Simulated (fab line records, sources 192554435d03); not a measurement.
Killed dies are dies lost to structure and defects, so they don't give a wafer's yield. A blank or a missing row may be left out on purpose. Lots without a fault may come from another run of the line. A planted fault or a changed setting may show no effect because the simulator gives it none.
fab line records | flow n5_finfet
record lots=24 wafers=72 last_day=20
route steps=1938 shown BEOL_M4@1099 BEOL_M5@1116
lots that met no fault: from a run of the same line without faults
start_h: hours from the record's first day to the start of the lot's first wafer shown | wait_h: hours since the lot's step before | " the same as in the row above | L1.1+2: a row that stands for several wafers | - no value, or no start given | * or withheld: withheld | < > ~ a bound
route shown NAME@n: a module of which the file shows steps, and the number in the route of the first | usual: mean/standard deviation of fault-free wafers | same: alike in all rows | chamber/n: place in a boat | sites: the reading at each site | _std_site: their standard deviation | _edge_site: outer sites' mean less inner sites' | radius_mm: how far each site lies from the wafer's centre | mask NAME#n: copy n | behind: the tool/chamber that last shaped the wafer | hold: why the lot was held/for how many hours/how that ended | device: the transistor (n, p or np) that didn't switch | end of line: the same wafers' tests at the end of the route | a step without rows: its recipe alone | killed: dies lost to structure and defects at the first sort, not the wafer's yield | map: a wafer's dies, x killed, . not, _ none there
set.NAME: the setting as run; set.NAME@STEP: as run at that earlier step | model.NAME: the simulator's own value behind a step, which no gauge read
steps of the route over a sample of lots; a table a step, a row a wafer
services: from which hour (start_h, from the record's first day; less than 0 if before it) a tool's chamber was out of use, for how many hours, and why
## steps
# step N5_BEOL_M4_ANNEAL_95
# recipe temp_c=400 time_s=240 ambient=vacuum
# usual heater_power_w=836/71
# columns lot.wafer tool chamber start_h wait_h heater_power_w
L074.3 pvd_sputter-02 - 209.28 0.0 834
L074.4 " - " " 839
L074.5 " - " " 858
L075.2 pvd_sputter-01 - 242.76 0.0 746
L075.4 " - " " 950
L075.6 " - " " 931
L076.1 pvd_sputter-01 - 248.57 0.0 726
L076.4 " - " " 927
L076.6 " - " " 718
L077.1 pvd_sputter-02 - 251.26 0.0 866
L077.2 " - " " 845
L077.5 " - " " 827
L078.1 pvd_sputter-03 - 257.26 0.0 717
L078.3 " - " " 752
L078.4 " - " " 904
L080.1 pvd_sputter-01 - 264.57 0.0 733
L080.2 " - " " 831
L080.5 " - " " 905
L081.1 pvd_sputter-03 - 267.62 0.0 892
L081.3 " - " " 868
L081.4 " - " " 764
L082.3 pvd_sputter-03 - 273.86 0.0 741
L082.5 " - " " 747
L082.6 " - " " 867
L083.1 pvd_sputter-01 - 274.73 0.0 941
L083.5 " - " " 910
L083.6 " - " " 948
L084.3 pvd_sputter-02 - 279.68 0.0 850
L084.5 " - " " 815
L084.6 " - " " 863
L085.3 pvd_sputter-03 - 287.61 0.0 743
L085.4 " - " " 895
L085.6 " - " " 887
L086.2 pvd_sputter-03 - 294.49 0.0 768
L086.3 " - " " 911
L086.6 " - " " 870
L092.2 pvd_sputter-02 - 294.63 0.0 772
L092.3 " - " " 862
L092.4 " - " " 845
L088.3 pvd_sputter-03 - 308.70 0.0 749
L088.5 " - " " 743
L088.6 " - " " 880
L089.2 pvd_sputter-02 - 310.52 0.0 849
L089.4 " - " " 775
L089.5 " - " " 845
L087.3 pvd_sputter-01 - 313.55 0.0 830
L087.4 " - " " 944
L087.6 " - " " 821
L090.2 pvd_sputter-02 - 318.04 0.0 752
L090.4 " - " " 861
L090.5 " - " " 843
L091.1 pvd_sputter-02 - 320.96 0.0 847
L091.3 " - " " 834
L091.4 " - " " 785
L093.3 pvd_sputter-01 - 325.81 0.0 730
L093.5 " - " " 719
L093.6 " - " " 930
L079.1 pvd_sputter-02 - 346.05 0.0 858
L079.2 " - " " 765
L079.6 " - " " 768
L097.1 pvd_sputter-03 - 346.19 0.0 741
L097.2 " - " " 739
L097.6 " - " " 761
L096.1 pvd_sputter-01 - 357.18 0.0 931
L096.3 " - " " 733
L096.6 " - " " 736
L095.1 pvd_sputter-01 - 362.82 0.0 807
L095.4 " - " " 932
L095.6 " - " " 803
L094.1 pvd_sputter-02 - 368.19 0.0 846
L094.2 " - " " 841
L094.6 " - " " 746
# step N5_BEOL_M5_HM_DEP_02
# recipe material=TiN target_thk_a=200 temp_c=25 chamber_pressure_pa=0.49996
# usual throttle_valve_pct=30.0/0.92
# columns lot.wafer tool chamber start_h wait_h throttle_valve_pct
L074.3 pvd_sputter-03 - 212.88 0.5 30.7
L074.4 " - " " 29.1
L074.5 " - " " 31.1
L075.2 pvd_sputter-03 - 246.41 0.3 31.0
L075.4 " - " " 29.0
L075.6 " - " " 30.6
L076.1 pvd_sputter-03 - 251.82 0.3 29.3
L076.4 " - " " 30.7
L076.6 " - " " 28.9
L077.1 pvd_sputter-03 - 254.90 0.3 29.6
L077.2 " - " " 31.1
L077.5 " - " " 31.0
L078.1 pvd_sputter-01 - 260.73 0.1 30.6
L078.3 " - " " 29.8
L078.4 " - " " 28.7
L080.1 pvd_sputter-03 - 269.22 0.4 31.1
L080.2 " - " " 29.7
L080.5 " - " " 29.1
L081.1 pvd_sputter-02 - 270.97 0.3 30.2
L081.3 " - " " 27.2
L081.4 " - " " 30.8
L082.3 pvd_sputter-01 - 278.43 1.4 28.5
L082.5 " - " " 28.6
L082.6 " - " " 29.7
L083.1 pvd_sputter-01 - 278.63 0.9 30.6
L083.5 " - " " 29.8
L083.6 " - " " 30.8
L084.3 pvd_sputter-03 - 283.09 0.6 30.5
L084.5 " - " " 30.7
L084.6 " - " " 31.1
L085.3 pvd_sputter-03 - 291.59 1.2 29.7
L085.4 " - " " 29.2
L085.6 " - " " 29.0
L086.2 pvd_sputter-01 - 297.88 0.5 29.6
L086.3 " - " " 28.7
L086.6 " - " " 28.7
L092.2 pvd_sputter-01 - 298.02 0.6 30.3
L092.3 " - " " 30.6
L092.4 " - " " 29.8
L088.3 pvd_sputter-03 - 312.47 0.7 30.4
L088.5 " - " " 30.6
L088.6 " - " " 31.5
L089.2 pvd_sputter-01 - 316.71 2.3 30.6
L089.4 " - " " 29.0
L089.5 " - " " 29.6
L087.3 pvd_sputter-01 - 317.41 0.9 30.5
L087.4 " - " " 29.8
L087.6 " - " " 30.7
L090.2 pvd_sputter-03 - 321.52 0.6 31.0
L090.4 " - " " 29.7
L090.5 " - " " 31.0
L091.1 pvd_sputter-03 - 326.34 2.5 31.1
L091.3 " - " " 29.4
L091.4 " - " " 30.7
L093.3 pvd_sputter-02 - 330.01 1.2 30.8
L093.5 " - " " 29.8
L093.6 " - " " 30.3
L079.1 pvd_sputter-02 - 350.47 1.6 30.2
L079.2 " - " " 30.1
L079.6 " - " " 30.6
L097.1 pvd_sputter-01 - 350.59 1.3 30.6
L097.2 " - " " 30.1
L097.6 " - " " 30.4
L096.1 pvd_sputter-03 - 360.37 0.3 29.8
L096.3 " - " " 28.7
L096.6 " - " " 29.8
L094.1 pvd_sputter-03 - 371.74 0.2 31.2
L094.2 " - " " 30.8
L094.6 " - " " 29.7
L095.1 pvd_sputter-02 - 375.65 0.5 30.2
L095.4 " - " " 31.0
L095.6 " - " " 27.1
# step N5_BEOL_M5_CD_MEAS_11
# recipe target_cd_nm=27.74 landing_energy_ev=500 detector=se_inlens
# usual cd_nm=28.08/0.25
# columns lot.wafer tool chamber start_h wait_h cd_nm
L074.3 cd_sem-01 0 213.40 - 28.31
L074.4 " 0 " " 28.25
L074.5 " 0 " " 28.63
L075.2 cd_sem-03 0 246.80 - 27.96
L075.4 " 0 " " 28.22
L075.6 " 0 " " 27.94
L076.1 cd_sem-01 0 252.21 - 27.79
L076.4 " 0 " " 28.04
L076.6 " 0 " " 27.83
L077.1 cd_sem-01 0 255.29 - 28.44
L077.2 " 0 " " 28.39
L077.5 " 0 " " 28.41
L078.1 cd_sem-02 0 261.13 - 28.17
L078.3 " 0 " " 28.39
L078.4 " 0 " " 28.27
L080.1 cd_sem-01 0 269.62 - 27.67
L080.2 " 0 " " 27.54
L080.5 " 0 " " 27.75
L081.1 cd_sem-03 0 271.36 - 27.81
L081.3 " 0 " " 28.01
L081.4 " 0 " " 27.98
L082.3 cd_sem-03 0 278.95 - 28.37
L082.5 " 0 " " 28.16
L082.6 " 0 " " 28.17
L083.1 cd_sem-02 0 279.03 - 27.68
L083.5 " 0 " " 28.29
L083.6 " 0 " " 28.11
L084.3 cd_sem-01 0 283.48 - 28.44
L084.5 " 0 " " 28.07
L084.6 " 0 " " 28.03
L085.3 cd_sem-02 0 291.98 - 28.43
L085.4 " 0 " " 28.25
L085.6 " 0 " " 28.22
L086.2 cd_sem-03 0 298.40 - 27.81
L086.3 " 0 " " 27.85
L086.6 " 0 " " 27.85
L092.2 cd_sem-02 0 298.44 - 27.85
L092.3 " 0 " " 28.09
L092.4 " 0 " " 28.21
L088.3 cd_sem-02 0 313.00 - 28.32
L088.5 " 0 " " 28.08
L088.6 " 0 " " 28.18
L089.2 cd_sem-03 0 317.92 - 28.28
L089.4 " 0 " " 28.38
L089.5 " 0 " " 27.83
L087.3 cd_sem-01 0 317.97 - 28.29
L087.4 " 0 " " 28.08
L087.6 " 0 " " 28.27
L090.2 cd_sem-01 0 322.04 - 27.96
L090.4 " 0 " " 28.08
L090.5 " 0 " " 27.86
L091.1 cd_sem-01 0 326.73 - 28.39
L091.3 " 0 " " 28.13
L091.4 " 0 " " 28.54
L093.3 cd_sem-01 0 330.53 - 28.01
L093.5 " 0 " " 27.95
L093.6 " 0 " " 28.09
L079.1 cd_sem-03 0 350.86 - 27.86
L079.2 " 0 " " 28.41
L079.6 " 0 " " 27.76
L097.1 cd_sem-02 0 351.10 - 28.06
L097.2 " 0 " " 27.94
L097.6 " 0 " " 28.15
L096.1 cd_sem-03 0 360.89 - 27.35
L096.3 " 0 " " 28.10
L096.6 " 0 " " 27.98
L094.1 cd_sem-02 0 372.25 - 28.19
L094.2 " 0 " " 28.12
L094.6 " 0 " " 28.21
L095.1 cd_sem-01 0 376.05 - 27.80
L095.4 " 0 " " 28.09
L095.6 " 0 " " 27.97
# step N5_BEOL_M5_ETCH_41
# recipe chemistry=CH3F/O2 target=SiCN target_depth_a=315 taper_deg=2 time_s=56.7 ion_energy_ev=120 mask_material=TiN pressure_mtorr=30 source_w=395 bias_w=75 Ar_flow_sccm=150 CH3F_flow_sccm=30 O2_flow_sccm=20
# usual drypump_motor_current_A=6.0/0.54 oes_product_au=0.79/0.074 rf_vpp_V=297.3/1.5 showerhead_plenum_p_Torr=2.00/0.064 throttle_valve_pct=16.45/0.19
# columns lot.wafer tool chamber start_h wait_h drypump_motor_current_A oes_product_au rf_hours_counter_h rf_vpp_V showerhead_plenum_p_Torr throttle_valve_pct
L074.3 rie_diel-01 1 - - 6.3 0.76 150 298.1 2.00 16.30
L074.4 " 2 " " 6.4 0.89 29 299.4 2.12 16.44
L074.5 " 0 " " 6.6 0.81 - 296.4 1.94 16.61
L075.2 rie_diel-06 0 - - 6.4 0.69 240 300.6 2.06 16.72
L075.4 " 2 " " 6.4 0.76 167 294.4 1.92 16.47
L075.6 " 2 " " 6.4 0.75 - 296.6 1.92 16.44
L076.1 rie_diel-03 3 - - 5.3 0.86 61 297.5 2.02 16.33
L076.4 " 2 " " 5.0 0.74 168 297.9 2.08 16.44
L076.6 " 0 " " 5.5 0.71 - 296.9 1.98 16.64
L077.1 rie_diel-03 2 - - 5.0 0.73 169 299.8 2.08 16.47
L077.2 " 3 " " 5.3 0.86 62 297.6 2.02 16.34
L077.5 " 3 " " 5.3 0.85 - 297.6 2.02 16.33
L078.1 rie_diel-06 3 - - 5.2 0.79 79 297.4 2.02 16.54
L078.3 " 0 " " 6.4 0.69 245 298.7 2.06 16.73
L078.4 " 1 " " 5.2 0.97 5 299.0 2.04 16.07
L080.1 rie_diel-06 1 - - 5.2 0.96 7 297.9 2.04 16.08
L080.2 " 0 " " 6.4 0.69 247 298.8 2.06 16.74
L080.5 " 0 " " 6.4 0.69 - 298.7 2.06 16.73
L081.1 rie_diel-03 1 - - 6.1 0.72 178 295.8 1.91 16.01
L081.3 " 2 " " 5.0 0.74 174 299.9 2.08 16.45
L081.4 " 0 " " 5.5 0.70 222 298.1 1.98 16.65
L082.3 rie_diel-01 3 - - 6.0 0.89 36 296.1 1.95 16.34
L082.5 " 2 " " 6.4 0.86 - 299.8 2.11 16.47
L082.6 " 3 " " 6.0 0.90 - 295.7 1.95 16.34
L083.1 rie_diel-01 1 - - 6.3 0.73 174 297.9 1.99 16.34
L083.5 " 0 " " 6.7 0.77 - 296.0 1.93 16.67
L083.6 " 3 " " 6.0 0.89 - 295.9 1.95 16.36
L084.3 rie_diel-06 3 - - 5.2 0.79 83 296.7 2.02 16.55
L084.5 " 0 " " 6.4 0.68 - 298.2 2.06 16.74
L084.6 " 3 " " 5.2 0.78 - 296.8 2.02 16.54
L085.3 rie_diel-06 1 - - 5.2 0.94 12 298.9 2.04 16.07
L085.4 " 2 " " 6.4 0.74 - 294.7 1.92 16.48
L085.6 " 1 " " 5.2 0.93 - 299.0 2.04 16.09
L092.2 rie_diel-06 3 - - 5.2 0.78 88 298.4 2.01 16.55
L092.3 " 1 " " 5.2 0.92 15 298.4 2.04 16.08
L092.4 " 2 " " 6.4 0.74 - 295.3 1.92 16.49
L086.2 rie_diel-01 0 - - 6.6 0.75 129 294.8 1.93 16.69
L086.3 " 2 " " 6.4 0.85 53 299.2 2.11 16.47
L086.6 " 3 " " 6.0 0.87 - 296.6 1.95 16.36
L088.3 rie_diel-01 1 - - 6.3 0.73 185 296.4 1.98 16.33
L088.5 " 0 " " 6.6 0.76 - 295.0 1.92 16.68
L088.6 " 1 " " 6.3 0.73 - 298.0 1.98 16.37
L089.2 rie_diel-01 2 - - 6.4 0.84 59 301.1 2.11 16.48
L089.4 " 3 " " 6.0 0.87 49 296.7 1.95 16.37
L089.5 " 2 " " 6.4 0.83 - 300.2 2.11 16.50
L087.3 rie_diel-01 1 - - 6.2 0.72 187 297.6 1.98 16.38
L087.4 " 0 " " 6.6 0.76 136 296.3 1.92 16.72
L087.6 " 0 " " 6.6 0.76 - 295.3 1.92 16.68
L090.2 rie_diel-01 0 - - 6.6 0.75 137 295.2 1.92 16.70
L090.4 " 2 " " 6.4 0.84 60 300.2 2.11 16.49
L090.5 " 2 " " 6.4 0.84 - 300.0 2.11 16.49
L091.1 rie_diel-01 3 - - 6.0 0.86 50 295.8 1.95 16.38
L091.3 " 0 " " 6.6 0.75 137 295.7 1.92 16.70
L091.4 " 1 " " 6.3 0.71 189 296.9 1.98 16.36
L093.3 rie_diel-06 1 - - 5.2 0.91 26 297.0 2.03 16.09
L093.5 " 3 " " 5.2 0.78 - 297.6 2.01 16.55
L093.6 " 0 " " 6.4 0.93 - 297.5 2.05 16.31
L079.1 rie_diel-06 2 - - 6.4 0.73 201 295.0 1.91 16.51
L079.2 " 0 " " 6.4 0.90 17 297.1 2.05 16.32
L079.6 " 2 " " 6.4 0.73 - 295.3 1.91 16.51
L097.1 rie_diel-03 1 - - 6.1 0.71 197 294.7 1.90 16.04
L097.2 " 2 " " 5.0 0.72 193 298.7 2.08 16.51
L097.6 " 1 " " 6.1 0.71 - 294.9 1.90 16.04
L096.1 rie_diel-01 1 - - 6.3 0.71 199 297.0 1.98 16.39
L096.3 " 3 " " 6.0 0.85 61 297.6 1.94 16.40
L096.6 " 1 " " 6.2 0.72 - 296.8 1.98 16.38
L094.1 rie_diel-06 0 - - 6.5 0.90 23 299.6 2.05 16.32
L094.2 " 1 " " 5.2 0.88 40 299.5 2.03 16.12
L094.6 " 3 " " 5.2 0.76 - 297.3 2.01 16.60
L095.1 rie_diel-01 1 - - 6.3 0.71 204 297.8 1.98 16.39
L095.4 " 3 " " 6.0 0.84 67 296.1 1.94 16.41
L095.6 " 2 " " 6.4 0.82 - 298.7 2.10 16.52
# step N5_BEOL_M5_SURFACE_TREAT_87
# recipe gas=Ar time_s=* ion_energy_ev=* ion_current_ma_cm2=0.5 pressure_mtorr=* ar_flow_sccm=30
# usual throttle_valve_pct=*
# columns lot.wafer tool chamber start_h wait_h throttle_valve_pct
L074.3 pvd_sputter-01 - 217.94 0.4 *
L074.4 " - " " *
L074.5 " - " " *
L075.2 pvd_sputter-01 - 249.92 0.2 *
L075.4 " - " " *
L075.6 " - " " *
L076.1 pvd_sputter-01 - 255.59 0.1 *
L076.4 " - " " *
L076.6 " - " " *
L077.1 pvd_sputter-03 - 260.35 0.3 *
L077.2 " - " " *
L077.5 " - " " *
L078.1 pvd_sputter-02 - 266.13 0.2 *
L078.3 " - " " *
L078.4 " - " " *
L080.1 pvd_sputter-01 - 272.99 0.8 *
L080.2 " - " " *
L080.5 " - " " *
L081.1 pvd_sputter-03 - 276.34 0.2 *
L081.3 " - " " *
L081.4 " - " " *
L082.3 pvd_sputter-02 - 281.74 0.4 *
L082.5 " - " " *
L082.6 " - " " *
L083.1 pvd_sputter-01 - 281.80 0.2 *
L083.5 " - " " *
L083.6 " - " " *
L084.3 pvd_sputter-02 - 287.65 0.1 *
L084.5 " - " " *
L084.6 " - " " *
L085.3 pvd_sputter-02 - 296.81 0.2 *
L085.4 " - " " *
L085.6 " - " " *
L092.2 pvd_sputter-01 - 301.18 0.2 *
L092.3 " - " " *
L092.4 " - " " *
L086.2 pvd_sputter-03 - 302.07 0.1 *
L086.3 " - " " *
L086.6 " - " " *
L088.3 pvd_sputter-02 - 318.58 0.4 *
L088.5 " - " " *
L088.6 " - " " *
L089.2 pvd_sputter-02 - 323.26 0.1 *
L089.4 " - " " *
L089.5 " - " " *
L087.3 pvd_sputter-01 - 324.15 0.3 *
L087.4 " - " " *
L087.6 " - " " *
L090.2 pvd_sputter-03 - 327.04 0.2 *
L090.4 " - " " *
L090.5 " - " " *
L091.1 pvd_sputter-01 - 330.74 0.2 *
L091.3 " - " " *
L091.4 " - " " *
L093.3 pvd_sputter-03 - 334.23 0.2 *
L093.5 " - " " *
L093.6 " - " " *
L079.1 pvd_sputter-03 - 355.10 0.2 *
L079.2 " - " " *
L079.6 " - " " *
L097.1 pvd_sputter-03 - 355.50 0.2 *
L097.2 " - " " *
L097.6 " - " " *
L096.1 pvd_sputter-02 - 364.05 0.1 *
L096.3 " - " " *
L096.6 " - " " *
L094.1 pvd_sputter-01 - 375.49 0.3 *
L094.2 " - " " *
L094.6 " - " " *
L095.1 pvd_sputter-01 - 380.83 0.1 *
L095.4 " - " " *
L095.6 " - " " *
# step N5_BEOL_M5_SPUTTER_83
# recipe material=Cu target_thk_a=150 temp_c=-20 chamber_pressure_pa=0.07 power_w=withheld time_s=27.62
# usual throttle_valve_pct=29.8/1.1
# columns lot.wafer tool chamber start_h wait_h throttle_valve_pct
L074.3 pvd_sputter-02 - 220.37 0.5 30.8
L074.4 " - " " 30.4
L074.5 " - " " 30.8
L075.2 pvd_sputter-01 - 252.35 0.5 30.4
L075.4 " - " " 29.9
L075.6 " - " " 30.6
L076.1 pvd_sputter-01 - 258.02 0.5 30.7
L076.4 " - " " 28.7
L076.6 " - " " 30.4
L077.1 pvd_sputter-03 - 262.74 0.5 31.1
L077.2 " - " " 30.6
L077.5 " - " " 30.7
L078.1 pvd_sputter-02 - 268.58 0.5 27.4
L078.3 " - " " 30.1
L078.4 " - " " 31.0
L080.1 pvd_sputter-02 - 275.81 0.5 30.7
L080.2 " - " " 27.1
L080.5 " - " " 30.0
L081.1 pvd_sputter-03 - 280.39 0.5 31.2
L081.3 " - " " 29.3
L081.4 " - " " 29.7
L083.1 pvd_sputter-02 - 284.23 0.5 26.9
L083.5 " - " " 31.0
L083.6 " - " " 27.2
L082.3 pvd_sputter-01 - 284.71 0.5 28.6
L082.5 " - " " 30.5
L082.6 " - " " 30.8
L084.3 pvd_sputter-01 - 290.04 0.5 30.6
L084.5 " - " " 30.3
L084.6 " - " " 30.4
L085.3 pvd_sputter-02 - 299.22 0.5 31.0
L085.4 " - " " 30.0
L085.6 " - " " 30.3
L092.2 pvd_sputter-02 - 303.69 0.5 30.0
L092.3 " - " " 30.3
L092.4 " - " " 30.8
L086.2 pvd_sputter-01 - 304.54 0.5 29.9
L086.3 " - " " 30.5
L086.6 " - " " 28.6
L088.3 pvd_sputter-01 - 320.98 0.5 30.6
L088.5 " - " " 30.7
L088.6 " - " " 29.8
L089.2 pvd_sputter-02 - 325.66 0.5 30.4
L089.4 " - " " 29.9
L089.5 " - " " 30.4
L087.3 pvd_sputter-01 - 328.25 0.5 30.7
L087.4 " - " " 30.7
L087.6 " - " " 30.3
L090.2 pvd_sputter-03 - 329.55 0.5 30.6
L090.4 " - " " 29.7
L090.5 " - " " 31.0
L091.1 pvd_sputter-01 - 333.15 0.5 30.4
L091.3 " - " " 28.7
L091.4 " - " " 28.7
L093.3 pvd_sputter-03 - 336.96 0.5 31.0
L093.5 " - " " 29.2
L093.6 " - " " 31.2
L079.1 pvd_sputter-03 - 358.04 0.5 29.7
L079.2 " - " " 28.9
L079.6 " - " " 30.9
L097.1 pvd_sputter-02 - 359.26 0.5 30.0
L097.2 " - " " 30.1
L097.6 " - " " 30.4
L096.1 pvd_sputter-03 - 366.57 0.5 29.0
L096.3 " - " " 29.7
L096.6 " - " " 29.0
L094.1 pvd_sputter-02 - 377.93 0.5 30.0
L094.2 " - " " 30.8
L094.6 " - " " 27.2
L095.1 pvd_sputter-03 - 383.47 0.5 29.1
L095.4 " - " " 30.7
L095.6 " - " " 30.9
## services
# columns tool chamber start_h hours kind
rie_diel-06 0 198.08 6.2 repair
rie_diel-06 1 221.29 - clean
rie_diel-06 1 221.29 - consumable_replace:esc
rie_diel-06 1 221.29 - consumable_replace:focus_ring
rie_diel-06 1 221.29 25.2 scheduled_down
rie_diel-06 1 221.29 25.2 vent_cycle
rie_diel-01 2 247.05 9.9 repair
rie_diel-06 3 281.08 5.0 repair
rie_diel-06 1 284.55 4.9 repair
rie_diel-06 0 289.47 - clean
rie_diel-06 0 289.47 - consumable_replace:focus_ring
rie_diel-06 0 289.47 12.7 scheduled_down
rie_diel-06 0 289.47 12.7 vent_cycle
rie_diel-03 - 293.56 16.0 repair
## key
fault none
